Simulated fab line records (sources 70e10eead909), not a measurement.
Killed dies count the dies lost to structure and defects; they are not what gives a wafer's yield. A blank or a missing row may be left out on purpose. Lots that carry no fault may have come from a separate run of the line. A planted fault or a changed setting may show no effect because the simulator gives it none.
Chamber matching | flow nand harc | 4 sister chambers for NHARC_P_M2_STRIP_18 on rie diel-09
The step strips in N2/H2. 4 wafers are shown with their chamber, then 12 later ones without.

## EACH WAFER AND ITS CHAMBER
wafer  | chamber | showerhead plenum p Torr (Torr)
L086.2 | 1       | 1.92
L088.2 | 3       | 1.92
L088.4 | 0       | 1.97
L088.5 | 2       | 2.07

## WAFERS WITH NO CHAMBER GIVEN
wafer  | showerhead plenum p Torr (Torr)
L089.1 | 1.92
L089.3 | 1.97
L089.4 | 1.92
L090.1 | 1.97
L090.3 | 1.92
L090.6 | 1.97
L092.3 | 1.92
L092.4 | 2.06
L092.6 | 1.92
L093.1 | 2.06
L093.3 | 1.92
L093.6 | 1.97

## CHAMBER TAKEN BY EACH
wafer  | from the rows above     | in truth
L089.1 | can't be placed: 1 or 3 | 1
L089.3 | 0                       | 0
L089.4 | can't be placed: 1 or 3 | 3
L090.1 | 0                       | 0
L090.3 | can't be placed: 1 or 3 | 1
L090.6 | 0                       | 0
L092.3 | can't be placed: 1 or 3 | 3
L092.4 | 2                       | 2
L092.6 | can't be placed: 1 or 3 | 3
L093.1 | 2                       | 2
L093.3 | can't be placed: 1 or 3 | 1
L093.6 | 0                       | 0
Correctly placed: 6 of 12. Cannot be placed on the basis of these rows: 6; the candidates contain the true chamber in 6. Placed wrongly: 0.
How it was worked out, from the rows above alone: a wafer's distance from a chamber is the root of the sum, over the readings, of the square of ((its reading less the chamber's mean) divided by the reading's scatter). If the next closest chamber is less than 2 further off than the closest, the wafer can't be placed; otherwise it belongs to the closest. The mean given for a chamber averages the wafers shown for that chamber. The scatter: root of mean squared gap, hidden wafer to nearest shown wafer, with one shown wafer a chamber.
